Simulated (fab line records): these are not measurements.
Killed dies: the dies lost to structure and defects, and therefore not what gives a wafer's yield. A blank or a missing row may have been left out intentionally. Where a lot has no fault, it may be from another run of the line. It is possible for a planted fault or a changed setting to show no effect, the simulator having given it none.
One fault through the eyes of 2 desks	flow n5 finfet	only its own numbers are on each desk; what lay behind them is given at the end

== METROLOGY DESK ==
What the gauges read, lot by lot, whatever tool the lot ran on: means of the sampled wafers that have a number. A lot is out of limits, marked OUT, if its mean lies more than 4 standard deviations from the usual mean; the brackets give that distance.
Columns: A = M12_THK at N5_BEOL_M12_THK_MEAS_50, usual 322 nm; B = M12_RS at N5_BEOL_M12_RS_MEAS_54, usual 0.0603 ohm/sq
lot	first seen here	A	B
L146	day 13 01:00	312	0.0617
L148	day 13 21:22	321	0.0607
L152	day 14 23:26	315	0.0615
L154	day 15 18:23	325	0.0599
L156	day 15 22:38	323	0.0598
L162	day 17 12:38	321	0.0604
This desk's finding: nothing out of limits on any of the 6 lots.

== TOOL OWNER'S DESK, pecvd-04 ==
The tool's own readings at N5_BEOL_M12_DEP_53 (deposits SiCN from 3MS/NH3, target thk 30 nm, time 10.5 s): means of the sampled wafers that have a number, for each lot that ran on this tool. A lot is out of limits, marked OUT, if its mean lies more than 4 standard deviations from the usual mean; the brackets give that distance.
Columns: A = showerhead plenum p Torr at N5_BEOL_M12_DEP_53, usual 4.168 Torr; B = throttle valve pct at N5_BEOL_M12_DEP_53, usual 17.6 %
lot	first seen here	A	B
L146	day 13 01:04	4.167	18.1
L148	day 13 21:26	4.184	18.1
L162	day 17 12:43	4.173	17.7
This desk's finding: nothing out of limits on any of the 3 lots.

== ALL TOGETHER ==
At the metrology desk, nothing out of limits was observed.
The tool owner's desk saw nothing out of limits.

== WHAT WAS PUT IN BY THE SIMULATOR ==
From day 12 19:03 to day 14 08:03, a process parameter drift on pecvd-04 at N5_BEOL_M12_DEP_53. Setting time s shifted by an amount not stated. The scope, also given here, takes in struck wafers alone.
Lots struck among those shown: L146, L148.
